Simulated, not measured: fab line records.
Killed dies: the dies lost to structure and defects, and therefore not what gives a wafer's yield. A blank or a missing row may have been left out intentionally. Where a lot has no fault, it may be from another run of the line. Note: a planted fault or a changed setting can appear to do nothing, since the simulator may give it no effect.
Matching of chambers / flow n5_finfet / N5_BEOL_M6_ETCH_66 on rie_diel-06: 4 sister chambers
The step etches SOC in N2/H2, target depth 80 nm, overetch 16 nm, time 120 s. 4 wafers are shown with their chamber, then 8 later ones without.

WAFERS WITH THEIR CHAMBER
wafer=L088.2; chamber=3; showerhead_plenum_p_Torr (Torr)=2.55
wafer=L088.4; chamber=2; showerhead_plenum_p_Torr (Torr)=2.54
wafer=L088.6; chamber=0; showerhead_plenum_p_Torr (Torr)=2.50
wafer=L087.1; chamber=1; showerhead_plenum_p_Torr (Torr)=2.59

WAFERS WITH NO CHAMBER GIVEN
wafer=L087.4; showerhead_plenum_p_Torr (Torr)=2.53
wafer=L087.5; showerhead_plenum_p_Torr (Torr)=2.49
wafer=L095.1; showerhead_plenum_p_Torr (Torr)=2.53
wafer=L095.4; showerhead_plenum_p_Torr (Torr)=2.59
wafer=L095.5; showerhead_plenum_p_Torr (Torr)=2.49
wafer=L096.1; showerhead_plenum_p_Torr (Torr)=2.54
wafer=L096.2; showerhead_plenum_p_Torr (Torr)=2.58
wafer=L096.3; showerhead_plenum_p_Torr (Torr)=2.49

EACH ONE'S CHAMBER
wafer=L087.4; from the rows above=can't be placed: 2 or 3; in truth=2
wafer=L087.5; from the rows above=0; in truth=0
wafer=L095.1; from the rows above=can't be placed: 2 or 3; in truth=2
wafer=L095.4; from the rows above=1; in truth=1
wafer=L095.5; from the rows above=0; in truth=0
wafer=L096.1; from the rows above=can't be placed: 2 or 3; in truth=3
wafer=L096.2; from the rows above=1; in truth=1
wafer=L096.3; from the rows above=0; in truth=0
Correct placement for 5 of the 8. From these rows, 3 cannot be placed; in 3 the true chamber is one of the candidates. Number placed wrongly: 0.
How it was worked out, from the rows above alone: a wafer's distance from a chamber is the root of the sum, over the readings, of the square of ((its reading less the chamber's mean) divided by the reading's scatter). The wafer belongs to the nearest chamber; if the next one is less than 2 further off, it can't be placed. The mean given for a chamber averages the wafers shown for that chamber. The scatter: with one shown wafer a chamber, the root of the mean of the squares of how far each hidden wafer lies from its nearest shown one.
